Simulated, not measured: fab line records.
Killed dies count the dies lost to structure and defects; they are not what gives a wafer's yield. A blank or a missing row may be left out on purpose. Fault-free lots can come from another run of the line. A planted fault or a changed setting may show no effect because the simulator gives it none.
Comparing a struck lot with a sound one :: flow nand-harc :: 15 steps out of a route of 1159
Sound: wafers L533.2, L533.3, L533.4. Struck: wafers L525.1, L525.4 (left out: L525.2, a lot-mate that was not struck); the cause follows at the end.
Each step with rows lists, per side, the tool, then ch with its chambers, then its first start. Under that, the readings that differ: sound wafers :: struck wafers :: difference of the means :: sigmas: that difference in standard deviations of wafers without a fault.
alike: same words and numbers on both sides, and readings whose means sit less than 2 such deviations apart. not compared: any withheld reading, any reading some wafer has no value for, any bound like >300 that may hide the same value, and any number with overlapping values for which the record gives no deviation.
Wherever a step has rows on one side only, a row that says differs or no value, or a row with sigmas, the two part there. When numbers do not overlap yet have no deviation, they are printed without sigmas and do not part them. Lack of a reading on every wafer of one side parts them only where that side has two or more wafers.

first, 7 steps without rows for these wafers: NHARC_A_BONDPAD_COAT_33 (time 65 s); NHARC_A_BONDPAD_COAT_03 (resist thk 600 nm); NHARC_A_BONDPAD_SOFTBAKE_04 (time 70 s); NHARC_A_BONDPAD_EBR_05; NHARC_A_BONDPAD_EXPOSE_06 (exposes mask A BPAD); NHARC_A_BONDPAD_PEB_07 (peb time 80 s); NHARC_A_BONDPAD_DEVELOP_08 (time 50 s).
NHARC_A_BONDPAD_CD_MEAS_09: the cd target is 500 nm.
  sound on cd-sem-02 ch 0, day 22 14:07; struck on cd-sem-01 ch 0, day 20 17:51
reading: cd-nm (nm)
sound: 504.0 503.6 501.8
struck: 497.0 501.1
difference: -4.1
sigmas: -2
NHARC_A_BONDPAD_OVL_MEAS_35:
  struck on overlay-02, day 20 17:56; sound on overlay-02, day 22 14:12
reading: overlay-y-nm (nm)
sound: -9 -9 -9
struck: 3 3
difference: +12
sigmas: +2
  alike: overlay-x-nm
then, 1 step without rows for these wafers: NHARC_A_BONDPAD_HARDBAKE_10 (time 65 s).
NHARC_A_BONDPAD_DESCUM_11: chemistry O2, time 3 s.
  sound on rie-diel-04 ch 0,1,3, day 22 14:20; struck on rie-diel-03 ch 1, day 20 18:04
  alike: drypump-motor-current-A, mfc-ar-sccm, oes-product-au, rf-vpp-V, showerhead-plenum-p-Torr, throttle-valve-pct
  not compared: rf-hours-counter-h
NHARC_A_BONDPAD_ETCH_34: etches the open film in N2/H2, target depth 60 nm, overetch 18 nm, time 65.91 s.
  sound on rie-diel-04 ch 0,2,3, day 22 14:25; struck on rie-diel-03 ch 1,2, day 20 18:12
  alike: drypump-motor-current-A, mfc-ar-sccm, oes-product-au, rf-vpp-V, run-length-s, showerhead-plenum-p-Torr, throttle-valve-pct
  not compared: rf-hours-counter-h
NHARC_A_BONDPAD_ETCH_12: etches the open film in CHF3/O2, target depth 220 nm, time 110 s.
  sound on rie-diel-04 ch 0,2,3, day 22 14:41; struck on rie-diel-03 ch 1, day 20 18:25
reading: run-length-s (s)
sound: 132.0 131.6 131.1
struck: 53.2 54.0
difference: -78.0
sigmas: -99 or more
  alike: drypump-motor-current-A, mfc-ar-sccm, oes-product-au, rf-vpp-V, showerhead-plenum-p-Torr, throttle-valve-pct
  not compared: rf-hours-counter-h
NHARC_A_BONDPAD_CD_MEAS_13:
  struck on cd-sem-01, day 20 18:36; sound on cd-sem-01, day 22 14:49
reading: cd-nm (nm)
sound: 502.6 503.0 501.1
struck: 495.5 500.4
difference: -4.3
sigmas: -2
-- the record jumps here: 3 days lie between the struck wafers' starts before and after (it left off in module A_BONDPAD and takes up again in module END, whose first step shown is number 1159 of the route) --
NHARC_END_SORT_01:
  the record has rows for the struck wafers here (prober-01 ch 0, day 24 00:16) and none for the sound ones

## WHERE THEY PART
Earliest at NHARC_A_BONDPAD_CD_MEAS_09; latest, in this record, at NHARC_END_SORT_01.

WHY: whatever the simulator had introduced
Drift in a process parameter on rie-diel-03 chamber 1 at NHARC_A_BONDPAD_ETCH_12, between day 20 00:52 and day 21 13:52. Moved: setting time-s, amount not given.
